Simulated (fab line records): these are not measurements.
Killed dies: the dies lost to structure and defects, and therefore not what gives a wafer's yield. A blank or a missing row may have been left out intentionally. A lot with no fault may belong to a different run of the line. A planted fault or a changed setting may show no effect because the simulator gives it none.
fab line records | flow n5Finfet
record lots=9 | wafers=27 | lastDay=16
route steps=1938 shown BEOL_M3@1018 BEOL_M4@1024 PASSIVATION@1936
lots that met no fault: taken from a fault-free run of the same line
startH: hours from the record's first day to the start of the lot's first wafer shown | waitH: how many hours have passed since the lot's step before this one | " unchanged from the row above | L1.1+2: one row covering several wafers at once | - no value present, or no start provided | * or withheld: withheld | < > ~ a bound
route shown NAME@n: names a module that has steps shown in the file, with the first one's number in the route | usual: the fault-free wafers' mean and standard deviation | same: alike in all rows | chamber/n: place in a boat | sites: per-site readings | _std_site: their standard deviation | _edge_site: inner sites' mean taken away from outer sites' mean | radiusMm: for every site, how far away it sits from the centre of the wafer | mask NAME#n: copy n | behind: the tool/chamber that last shaped the wafer | hold: cause of the lot's hold/its duration in hours/its outcome | device: the transistor (n, p or np) that didn't switch | end of line: the same wafers' tests at the end of the route | a step given without rows: its recipe and nothing more | killed: dies that structure and defects cost at the first sort, which is not the same as the wafer's yield | map: the dies of a wafer, with x for killed, . for not killed, _ for no die there
set.NAME: the setting as run; set.NAME@STEP: as run at that earlier step | model.NAME: the simulator's own value behind a step, which no gauge read
the route's steps for a sample of lots (tables are steps, rows are wafers)
services: from which hour (startH, from the record's first day; less than 0 if before it) a tool's chamber was out of use, for how many hours, and why
## steps
# step N5_BEOL_M3_DEP_57
# recipe material=SiCN | targetThkA=80 | tempC=withheld | precursor=3MS/NH3 | pressureTorr=3 | rfW=202 | timeS=14
# usual showerheadPlenumPTorr=3.670/0.0079 | showerheadVppV=879/28 | throttleValvePct=8.9/0.47
lot.wafer | tool     | chamber | startH | waitH | showerheadPlenumPTorr | showerheadVppV | throttleValvePct
L685.3    | pecvd-02 | 2       | 153.04 | 0.0   | 3.666                 | 840            | 8.0
L685.5    | "        | 2       | "      | "     | 3.660                 | 862            | 8.2
L685.6    | "        | 0       | "      | "     | 3.669                 | 873            | 8.8
L688.2    | pecvd-02 | 1       | 168.58 | 0.0   | 3.682                 | 845            | 8.5
L688.3    | "        | 0       | "      | "     | 3.665                 | 884            | 8.8
L688.4    | "        | 0       | "      | "     | 3.669                 | 892            | 8.7
L689.3    | pecvd-04 | 2       | 177.40 | 0.0   | 3.672                 | 864            | 8.9
L689.4    | "        | 2       | "      | "     | 3.666                 | 878            | 9.0
L689.6    | "        | 0       | "      | "     | 3.674                 | 923            | 10.0
L692.2    | pecvd-02 | 2       | 191.65 | 0.0   | 3.665                 | 846            | 8.2
L692.4    | "        | 1       | "      | "     | 3.678                 | 841            | 8.8
L692.6    | "        | 0       | "      | "     | 3.668                 | 878            | 8.7
L694.1    | pecvd-02 | 1       | 208.22 | 0.0   | 3.678                 | 859            | 8.6
L694.3    | "        | 0       | "      | "     | 3.665                 | 889            | 8.8
L694.6    | "        | 2       | "      | "     | 3.675                 | 853            | 8.4
L695.1    | pecvd-04 | 0       | 210.96 | 0.0   | 3.668                 | 906            | 9.8
L695.2    | "        | 1       | "      | "     | 3.664                 | 943            | 9.4
L695.5    | "        | 0       | "      | "     | 3.676                 | 896            | 9.8
L699.1    | pecvd-01 | 0       | 236.03 | 0.0   | 3.650                 | 886            | 8.4
L699.2    | "        | 1       | "      | "     | 3.672                 | 906            | 9.2
L699.3    | "        | 2       | "      | "     | 3.675                 | 869            | 8.5
L698.1    | pecvd-01 | 1       | 236.34 | 0.0   | 3.672                 | 911            | 9.6
L698.2    | "        | 2       | "      | "     | 3.678                 | 857            | 8.7
L698.3    | "        | 0       | "      | "     | 3.658                 | 896            | 8.7
L701.2    | pecvd-02 | 2       | 267.75 | 0.0   | 3.670                 | 861            | 8.5
L701.3    | "        | 0       | "      | "     | 3.664                 | 885            | 8.8
L701.5    | "        | 1       | "      | "     | 3.671                 | 830            | 8.7
# step N5_BEOL_M4_HM_DEP_02
# recipe material=TiN | targetThkA=200 | tempC=25 | chamberPressurePa=0.49996
# usual throttleValvePct=30.2/1.4
lot.wafer | tool          | chamber | startH | waitH | throttleValvePct
L685.3    | pvdSputter-01 | -       | 153.93 | 0.6   | 27.4
L685.5    | "             | -       | "      | "     | 30.6
L685.6    | "             | -       | "      | "     | 27.3
L688.2    | pvdSputter-01 | -       | 169.61 | 0.8   | 28.6
L688.3    | "             | -       | "      | "     | 27.1
L688.4    | "             | -       | "      | "     | 28.6
L689.3    | pvdSputter-01 | -       | 179.09 | 1.4   | 29.1
L689.4    | "             | -       | "      | "     | 30.6
L689.6    | "             | -       | "      | "     | 27.3
L692.2    | pvdSputter-03 | -       | 192.35 | 0.4   | 31.3
L692.4    | "             | -       | "      | "     | 31.7
L692.6    | "             | -       | "      | "     | 31.8
L694.1    | pvdSputter-02 | -       | 210.58 | 2.1   | 29.3
L694.3    | "             | -       | "      | "     | 30.2
L694.6    | "             | -       | "      | "     | 29.0
L695.1    | pvdSputter-01 | -       | 211.67 | 0.4   | 27.2
L695.2    | "             | -       | "      | "     | 28.6
L695.5    | "             | -       | "      | "     | 28.6
L699.1    | pvdSputter-02 | -       | 236.46 | 0.2   | 30.9
L699.2    | "             | -       | "      | "     | 30.6
L699.3    | "             | -       | "      | "     | 30.2
L698.1    | pvdSputter-03 | -       | 238.00 | 1.4   | 31.3
L698.2    | "             | -       | "      | "     | 30.9
L698.3    | "             | -       | "      | "     | 31.8
L701.2    | pvdSputter-01 | -       | 269.53 | 1.5   | 27.2
L701.3    | "             | -       | "      | "     | 30.6
L701.5    | "             | -       | "      | "     | 27.1
# step N5_BEOL_M4_EXPOSE_08
# recipe maskId=M4 | na=0.33 | sourceShape=dipole | sigmaInner=0.369 | sigmaOuter=0.767 | polarization=unpolarized | doseMj=41.25
# usual exposureDoseMJCm2=41.19/0.063
lot.wafer | tool          | chamber | startH | waitH | mask | exposureDoseMJCm2
L685.3    | euvScanner-02 | 0       | 154.20 | -     | M4#0 | 41.23
L685.5    | "             | 0       | "      | "     | M4#0 | 41.20
L685.6    | "             | 0       | "      | "     | M4#0 | 41.16
L688.2    | euvScanner-02 | 0       | 169.91 | -     | M4#0 | 41.20
L688.3    | "             | 0       | "      | "     | M4#0 | 41.19
L688.4    | "             | 0       | "      | "     | M4#0 | 41.25
L689.3    | euvScanner-01 | 0       | 179.49 | -     | M4#0 | 41.23
L689.4    | "             | 0       | "      | "     | M4#0 | 41.24
L689.6    | "             | 0       | "      | "     | M4#0 | 41.33
L692.2    | euvScanner-02 | 0       | 192.76 | -     | M4#0 | 41.15
L692.4    | "             | 0       | "      | "     | M4#0 | 41.13
L692.6    | "             | 0       | "      | "     | M4#0 | 41.14
L694.1    | euvScanner-02 | 0       | 210.97 | -     | M4#0 | 26.13
L694.3    | "             | 0       | "      | "     | M4#0 | 26.16
L694.6    | "             | 0       | "      | "     | M4#0 | 26.13
L695.1    | euvScanner-02 | 0       | 211.94 | -     | M4#0 | 29.15
L695.2    | "             | 0       | "      | "     | M4#0 | 29.17
L695.5    | "             | 0       | "      | "     | M4#0 | 29.17
L699.1    | euvScanner-01 | 0       | 236.85 | -     | M4#0 | 41.28
L699.2    | "             | 0       | "      | "     | M4#0 | 41.30
L699.3    | "             | 0       | "      | "     | M4#0 | 41.29
L698.1    | euvScanner-01 | 0       | 238.27 | -     | M4#0 | 41.19
L698.2    | "             | 0       | "      | "     | M4#0 | 41.25
L698.3    | "             | 0       | "      | "     | M4#0 | 41.28
L701.2    | euvScanner-01 | 0       | 269.93 | -     | M4#0 | 41.17
L701.3    | "             | 0       | "      | "     | M4#0 | 41.15
L701.5    | "             | 0       | "      | "     | M4#0 | 41.20
# step N5_BEOL_M4_CD_MEAS_11
# recipe targetCdNm=16.79 | landingEnergyEv=500 | detector=seInlens | polarity=opening
# usual cdNm=16.83/0.28
lot.wafer | tool     | chamber | startH | waitH | cdNm
L685.3    | cdSem-01 | 0       | 154.33 | -     | 16.85
L685.5    | "        | 0       | "      | "     | 17.32
L685.6    | "        | 0       | "      | "     | 16.98
L688.2    | cdSem-01 | 0       | 170.04 | -     | 16.51
L688.3    | "        | 0       | "      | "     | 16.82
L688.4    | "        | 0       | "      | "     | 16.49
L689.3    | cdSem-03 | 0       | 179.61 | -     | 16.72
L689.4    | "        | 0       | "      | "     | 16.96
L689.6    | "        | 0       | "      | "     | 16.84
L692.2    | cdSem-02 | 0       | 192.89 | -     | 16.89
L692.4    | "        | 0       | "      | "     | 17.00
L692.6    | "        | 0       | "      | "     | 17.15
L694.1    | cdSem-03 | 0       | 211.10 | -     | 5.04
L694.3    | "        | 0       | "      | "     | 4.43
L694.6    | "        | 0       | "      | "     | 5.40
L695.1    | cdSem-01 | 0       | 212.07 | -     | 7.89
L695.2    | "        | 0       | "      | "     | 8.00
L695.5    | "        | 0       | "      | "     | 7.32
L699.1    | cdSem-01 | 0       | 236.98 | -     | 17.02
L699.2    | "        | 0       | "      | "     | 16.48
L699.3    | "        | 0       | "      | "     | 16.56
L698.1    | cdSem-02 | 0       | 238.40 | -     | 16.64
L698.2    | "        | 0       | "      | "     | 16.49
L698.3    | "        | 0       | "      | "     | 16.88
L701.2    | cdSem-02 | 0       | 270.05 | -     | 16.71
L701.3    | "        | 0       | "      | "     | 16.95
L701.5    | "        | 0       | "      | "     | 16.70
# step N5_BEOL_M4_ETCH_64
# recipe chemistry=N2/H2 | target=SOC | targetDepthA=750 | overetchA=225 | maskMaterial=SiARC | tempC=40 | timeS=121.9 | ionEnergyEv=200 | pressureMtorr=30 | sourceW=840 | biasW=150 | n2FlowSccm=200 | h2FlowSccm=200
# usual drypumpMotorCurrentA=5.8/0.4 | oesProductAu=0.61/0.077 | rfVppV=523.6/3 | showerheadPlenumPTorr=2.54/0.11 | throttleValvePct=17.77/0.28
lot.wafer | tool       | chamber | startH | waitH | drypumpMotorCurrentA | oesProductAu | rfHoursCounterH | rfVppV | showerheadPlenumPTorr | throttleValvePct
L685.3    | rieDiel-02 | 1       | 154.52 | 0.0   | 5.9                  | 0.75         | 1               | 524.2  | 2.62                  | 17.59
L685.5    | "          | 0       | "      | "     | 6.1                  | 0.53         | -               | 521.4  | 2.43                  | 17.74
L685.6    | "          | 3       | "      | "     | 6.6                  | 0.53         | -               | 524.6  | 2.53                  | 17.79
L688.2    | rieDiel-02 | 3       | 170.42 | 0.0   | 6.6                  | 0.53         | 209             | 522.5  | 2.53                  | 17.80
L688.3    | "          | 1       | "      | "     | 5.9                  | 0.72         | 6               | 525.3  | 2.62                  | 17.62
L688.4    | "          | 0       | "      | "     | 6.1                  | 0.52         | 209             | 520.1  | 2.43                  | 17.74
L689.3    | rieDiel-04 | 3       | 179.81 | 0.0   | 6.1                  | 0.71         | 11              | 523.1  | 2.47                  | 17.27
L689.4    | "          | 2       | "      | "     | 5.3                  | 0.52         | -               | 522.1  | 2.53                  | 18.36
L689.6    | "          | 3       | "      | "     | 6.1                  | 0.71         | -               | 522.8  | 2.47                  | 17.26
L692.2    | rieDiel-02 | 1       | 193.20 | 0.0   | 5.9                  | 0.70         | 15              | 526.1  | 2.62                  | 17.63
L692.4    | "          | 0       | "      | "     | 6.1                  | 0.52         | 218             | 519.3  | 2.42                  | 17.77
L692.6    | "          | 0       | "      | "     | 6.1                  | 0.52         | -               | 518.4  | 2.42                  | 17.76
L694.1    | rieDiel-05 | 1       | 211.31 | 0.0   | 6.2                  | 0.57         | 169             | 526.8  | 2.63                  | 17.87
L694.3    | "          | 2       | "      | "     | 5.5                  | 0.55         | 185             | 517.3  | 2.32                  | 17.72
L694.6    | "          | 2       | "      | "     | 5.5                  | 0.56         | -               | 516.7  | 2.32                  | 17.72
L695.1    | rieDiel-05 | 1       | 212.27 | 0.0   | 6.2                  | 0.57         | 169             | 526.3  | 2.63                  | 17.87
L695.2    | "          | 2       | "      | "     | 5.5                  | 0.55         | 185             | 519.4  | 2.32                  | 17.73
L695.5    | "          | 1       | "      | "     | 6.2                  | 0.57         | -               | 527.0  | 2.63                  | 17.86
L699.1    | rieDiel-04 | 0       | 237.41 | 0.0   | 5.6                  | 0.63         | 76              | 529.5  | 2.71                  | 17.93
L699.2    | "          | 2       | "      | "     | 5.3                  | 0.51         | 267             | 522.4  | 2.52                  | 18.39
L699.3    | "          | 3       | "      | "     | 6.0                  | 0.67         | 37              | 521.8  | 2.46                  | 17.29
L698.1    | rieDiel-04 | 3       | 239.35 | 0.0   | 6.1                  | 0.67         | 39              | 521.9  | 2.46                  | 17.30
L698.2    | "          | 1       | "      | "     | 5.5                  | 0.53         | 225             | 526.0  | 2.62                  | 17.68
L698.3    | "          | 0       | "      | "     | 5.6                  | 0.63         | 78              | 527.0  | 2.71                  | 17.92
L701.2    | rieDiel-02 | 1       | 270.45 | 0.0   | 5.9                  | 0.66         | 45              | 523.8  | 2.60                  | 17.67
L701.3    | "          | 2       | "      | "     | 5.6                  | 0.68         | 15              | 521.9  | 2.51                  | 17.73
L701.5    | "          | 3       | "      | "     | 6.6                  | 0.52         | -               | 521.3  | 2.51                  | 17.87
# step N5_BEOL_M4_CD_MEAS_18
# recipe pitchNm=36 | targetCdNm=18
# usual cdNm=17.9/0.37
lot.wafer | tool     | chamber | startH | waitH | cdNm
L685.3    | cdSem-02 | -       | 154.97 | 0.1   | 17.9
L685.5    | "        | -       | "      | "     | 17.6
L685.6    | "        | -       | "      | "     | 17.8
L688.2    | cdSem-02 | -       | 171.03 | 0.1   | 17.9
L688.3    | "        | -       | "      | "     | 17.6
L688.4    | "        | -       | "      | "     | 18.0
L689.3    | cdSem-01 | -       | 180.17 | 0.1   | 17.8
L689.4    | "        | -       | "      | "     | 18.4
L689.6    | "        | -       | "      | "     | 17.9
L692.2    | cdSem-01 | -       | 193.79 | 0.1   | 17.8
L692.4    | "        | -       | "      | "     | 17.6
L692.6    | "        | -       | "      | "     | 17.7
L694.1    | cdSem-03 | -       | 211.82 | 0.0   | 6.2
L694.3    | "        | -       | "      | "     | 5.8
L694.6    | "        | -       | "      | "     | 6.3
L695.1    | cdSem-01 | -       | 212.72 | 0.0   | 8.2
L695.2    | "        | -       | "      | "     | 8.7
L695.5    | "        | -       | "      | "     | 7.7
L699.1    | cdSem-02 | -       | 237.91 | 0.0   | 17.5
L699.2    | "        | -       | "      | "     | 17.9
L699.3    | "        | -       | "      | "     | 17.7
L698.1    | cdSem-02 | -       | 239.82 | 0.1   | 17.5
L698.2    | "        | -       | "      | "     | 17.4
L698.3    | "        | -       | "      | "     | 18.0
L701.2    | cdSem-02 | -       | 270.80 | 0.1   | 17.7
L701.3    | "        | -       | "      | "     | 18.7
L701.5    | "        | -       | "      | "     | 18.1
# step N5_BEOL_M4_CD_MEAS_35
# recipe targetCdNm=18 | targetCdYNm=22.4 | polarity=opening
# usual cdNm=17.9/0.41
lot.wafer | tool     | chamber | startH | waitH | cdNm
L685.3    | cdSem-02 | -       | 157.32 | 0.0   | 17.9
L685.5    | "        | -       | "      | "     | 17.9
L685.6    | "        | -       | "      | "     | 17.6
L688.2    | cdSem-03 | -       | 175.79 | 0.0   | 18.4
L688.3    | "        | -       | "      | "     | 17.8
L688.4    | "        | -       | "      | "     | 17.9
L689.3    | cdSem-02 | -       | 185.59 | 0.0   | 18.0
L689.4    | "        | -       | "      | "     | 18.1
L689.6    | "        | -       | "      | "     | 17.9
L692.2    | cdSem-03 | -       | 195.54 | 0.0   | 17.4
L692.4    | "        | -       | "      | "     | 17.5
L692.6    | "        | -       | "      | "     | 17.4
L694.1    | cdSem-01 | -       | 215.79 | 0.0   | 6.1
L694.3    | "        | -       | "      | "     | 6.1
L694.6    | "        | -       | "      | "     | 6.5
L695.1    | cdSem-03 | -       | 215.93 | 0.0   | 8.1
L695.2    | "        | -       | "      | "     | 8.5
L695.5    | "        | -       | "      | "     | 8.0
L699.1    | cdSem-01 | -       | 240.07 | 0.0   | 18.0
L699.2    | "        | -       | "      | "     | 18.0
L699.3    | "        | -       | "      | "     | 17.8
L698.1    | cdSem-03 | -       | 241.10 | 0.0   | 17.8
L698.2    | "        | -       | "      | "     | 18.4
L698.3    | "        | -       | "      | "     | 17.7
L701.2    | cdSem-02 | -       | 274.31 | 0.0   | 17.9
L701.3    | "        | -       | "      | "     | 18.5
L701.5    | "        | -       | "      | "     | 17.8
# step N5_BEOL_M4_RC_MEAS_101
# usual DIBL_N=36.4/2 | DIBL_P=36.1/2.5 | IOFF_N=0.16/0.037 | IOFF_P=0.20/0.038 | ION_N=670/13 | ION_P=459/8.3 | SS_N=71.6/0.69 | SS_P=73.3/0.72 | VT_N=250/3.4 | VT_P=-251/3.1
lot.wafer | tool      | chamber | startH | waitH | DIBL_N[mV/V] | DIBL_P[mV/V] | IOFF_N[nA/um] | IOFF_P[nA/um] | ION_N[uA/um] | ION_P[uA/um] | SS_N[mV/dec] | SS_P[mV/dec] | VT_N[mV] | VT_P[mV]
L685.3    | prober-02 | 0       | 161.43 | 0.3   | 39.2         | 38.6         | 0.21          | 0.27          | 693          | 473          | 71.8         | 73.5         | 244      | -246
L685.5    | "         | 0       | "      | "     | 33.8         | 32.0         | 0.11          | 0.17          | 647          | 453          | 70.6         | 72.3         | 255      | -253
L685.6    | "         | 0       | "      | "     | 36.4         | 34.3         | 0.15          | 0.18          | 690          | 470          | 71.7         | 72.8         | 250      | -251
L688.2    | prober-01 | 0       | 179.75 | 0.2   | 34.5         | 33.9         | 0.12          | 0.16          | 665          | 454          | 71.7         | 72.6         | 255      | -255
L688.3    | "         | 0       | "      | "     | 36.0         | 36.7         | 0.16          | 0.21          | 681          | 467          | 72.5         | 72.8         | 247      | -249
L688.4    | "         | 0       | "      | "     | 32.3         | 32.2         | 0.10          | 0.14          | 654          | 457          | 70.5         | 71.8         | 256      | -255
L689.3    | prober-01 | 0       | 190.24 | 0.3   | 34.4         | 35.5         | 0.13          | 0.21          | 640          | 448          | 71.0         | 73.1         | 254      | -250
L689.4    | "         | 0       | "      | "     | 32.4         | 31.9         | 0.10          | 0.16          | 650          | 450          | 69.9         | 72.2         | 256      | -253
L689.6    | "         | 0       | "      | "     | 35.2         | 36.7         | 0.15          | 0.22          | 673          | 462          | 70.7         | 72.9         | 248      | -248
L692.2    | prober-01 | 0       | 200.82 | 0.2   | 39.1         | 39.1         | 0.22          | 0.26          | 677          | 466          | 72.4         | 74.1         | 244      | -248
L692.4    | "         | 0       | "      | "     | 37.8         | 37.3         | 0.18          | 0.23          | 688          | 466          | 71.4         | 74.0         | 250      | -249
L692.6    | "         | 0       | "      | "     | 33.6         | 33.6         | 0.12          | 0.18          | 665          | 458          | 70.8         | 73.1         | 250      | -251
L699.1    | prober-01 | 0       | 243.89 | 0.0   | 36.4         | 34.2         | 0.14          | 0.20          | 664          | 454          | 70.9         | 73.3         | 250      | -251
L699.2    | "         | 0       | "      | "     | 39.1         | 36.0         | 0.18          | 0.22          | 668          | 456          | 71.5         | 73.7         | 246      | -249
L699.3    | "         | 0       | "      | "     | 36.8         | 34.2         | 0.14          | 0.22          | 670          | 467          | 71.6         | 73.4         | 252      | -248
L698.1    | prober-02 | 0       | 246.57 | 0.0   | 37.7         | 38.4         | 0.18          | 0.23          | 671          | 461          | 72.4         | 74.0         | 248      | -251
L698.2    | "         | 0       | "      | "     | 35.0         | 33.9         | 0.12          | 0.15          | 655          | 442          | 71.9         | 73.1         | 255      | -257
L698.3    | "         | 0       | "      | "     | 37.6         | 37.8         | 0.18          | 0.21          | 673          | 456          | 72.0         | 74.1         | 250      | -252
L701.2    | prober-01 | 0       | 279.39 | 0.2   | 38.5         | 37.5         | 0.20          | 0.24          | 675          | 458          | 72.3         | 73.6         | 247      | -248
L701.3    | "         | 0       | "      | "     | 34.5         | 32.4         | 0.12          | 0.15          | 657          | 453          | 70.6         | 73.1         | 256      | -257
L701.5    | "         | 0       | "      | "     | 37.0         | 36.0         | 0.15          | 0.21          | 662          | 451          | 71.0         | 73.9         | 250      | -251
# step N5_PASSIVATION_PROBE_49
# usual defectLimitedYield=91.2/1.6 | killed_at_M0_to_M3=34/11 | killed_at_M4_up=13/5.2 | killedAtContacts=13/6.3 | killedAtFrontEnd=40/14 | killedAtOther=3.2/2.4 | killedDies=104/19 | killedOpen=69/14 | killedShort=32/7.5 | sort_bin_5_function=5.3/1.1 | sort_bin_6_memory=3.2/0.73 | sort_bin_8_speed=0.01/0.038 | sortNPass=1076/19 | sortYieldPct=91.2/1.6
# same grossDies=1180 | killedAtBackSide=0 | sort_bin_4_leakage[%]=0
lot.wafer | tool      | chamber | startH | waitH | defectLimitedYield[%] | killed_at_M0_to_M3 | killed_at_M4_up | killedAtContacts | killedAtFrontEnd | killedAtOther | killedDies | killedOpen | killedShort | sort_bin_5_function[%] | sort_bin_6_memory[%] | sort_bin_8_speed[%] | sortNPass | sortYieldPct[%]
L701.2    | prober-01 | -       | 385.02 | 0.1   | 89.9                  | 38                 | 16              | 15               | 49               | 1             | 119        | 80         | 38          | 5.3                    | 4.7                  | 0                   | 1061      | 89.9
L701.3    | prober-01 | -       | 385.07 | 0.1   | 88.1                  | 68                 | 9               | 15               | 45               | 3             | 140        | 89         | 51          | 6.4                    | 5.2                  | 0                   | 1040      | 88.1
L701.5    | prober-01 | -       | 385.17 | 0.2   | 89.0                  | 51                 | 20              | 9                | 48               | 2             | 130        | 79         | 47          | 7.5                    | 3.3                  | 0                   | 1050      | 89.0
# killed by level:class
L701.2 BEOL_M0_SAQP:geometricParticle:open=15 FIN_SAQP:geometricParticle:open=14 MOL_CONTACT_COAG:geometricParticle:open=10 GATE_CUT:geometricParticle:short=9 BEOL_M0_SAQP:geometricParticle:short=9 BEOL_M4:geometricParticle:open=9 DUMMY_GATE:geometricParticle:open=8 FIN_SAQP:geometricParticle:short=5
L701.3 BEOL_M0_SAQP:geometricParticle:short=16 BEOL_M2:geometricParticle:open=14 FIN_SAQP:geometricParticle:open=13 BEOL_M0_SAQP:geometricParticle:open=12 BEOL_M1:geometricParticle:open=11 BEOL_M3:geometricParticle:open=11 FIN_SAQP:geometricParticle:short=9 MOL_CONTACT_COAG:geometricParticle:short=8
L701.5 FIN_SAQP:geometricParticle:open=14 BEOL_M3:geometricParticle:open=12 BEOL_M0_SAQP:geometricParticle:open=11 FIN_SAQP:geometricParticle:short=10 BEOL_M4:geometricParticle:open=9 BEOL_M0_SAQP:geometricParticle:short=8 MOL_CONTACT_COAG:geometricParticle:short=6 DUMMY_GATE:geometricParticle:open=5
## services
tool          | chamber | startH | hours | kind
rieDiel-02    | 1       | 136.01 | -     | clean
rieDiel-02    | 1       | 136.01 | -     | consumableReplace:focusRing
rieDiel-02    | 1       | 136.01 | 16.5  | scheduledDown
rieDiel-02    | 1       | 136.01 | 16.5  | ventCycle
pecvd-02      | 1       | 139.84 | 2.1   | scheduledDown
rieDiel-04    | 3       | 143.18 | 13.8  | repair
rieDiel-05    | -       | 164.14 | 0.3   | repair
euvScanner-01 | -       | 168.97 | 1.0   | pm
rieDiel-05    | -       | 171.64 | 2.2   | repair
rieDiel-02    | 3       | 173.21 | 5.4   | repair
rieDiel-04    | 1       | 175.48 | 62.1  | repair
euvScanner-02 | -       | 184.87 | 1.0   | pm
euvScanner-02 | -       | 197.64 | 4.6   | pm
rieDiel-05    | 3       | 201.47 | 13.7  | repair
rieDiel-02    | 2       | 205.13 | -     | clean
rieDiel-05    | 2       | 219.41 | 2.6   | repair
euvScanner-01 | -       | 221.35 | 4.6   | pm
euvScanner-02 | 0       | 222.50 | -     | calibration
rieDiel-02    | 3       | 230.91 | 5.1   | repair
pecvd-01      | -       | 238.21 | 2.8   | pm
pecvd-02      | -       | 240.84 | 1.9   | repair
euvScanner-02 | -       | 241.02 | 1.0   | pm
pecvd-01      | -       | 243.67 | 0.6   | repair
euvScanner-01 | -       | 257.14 | 12.0  | pm
## key
firstSign step=N5_BEOL_M4_EXPOSE_08 | reading=exposureDoseMJCm2 | direction=down | sigmas=99+ | usual=41.19 | struck=27.65
effect step=N5_BEOL_M4_CD_MEAS_11 | reading=cdNm | direction=down | sigmas=38 | usual=16.83 | struck=6.35 | through=controlLoop
effect step=N5_BEOL_M4_CD_MEAS_18 | reading=cdNm | direction=down | sigmas=29 | usual=17.9 | struck=7.1 | through=controlLoop
effect step=N5_BEOL_M4_CD_MEAS_35 | reading=cdNm | direction=down | sigmas=26 | usual=17.9 | struck=7.2 | through=controlLoop
metAt N5_BEOL_M4_EXPOSE_08
struckLots L694,L695
rowsEnd L694.1,L694.3,L694.6,L695.1,L695.2,L695.5
loopTrim step=N5_BEOL_M4_EXPOSE_08 | setting=dose | lots=L695
notActingAt N5_BEOL_M3_DEP_57,N5_BEOL_M4_HM_DEP_02,N5_BEOL_M4_ETCH_64
onsetBetween 192.76 210.97
fault kind=processParameterDrift | tool=euvScanner-02 | chamber=- | onsetH=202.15 | steps=N5_BEOL_M4_EXPOSE_08 | channel=doseMj | offset=-15.003 | shape=step | actsIn=theseRecipesOnly | stated=41.25
# rowsEnd: these wafers met a further fault down the route, and their rows from its step on are left out
# loopTrim: a control loop set the setting to another value than it would have without faults
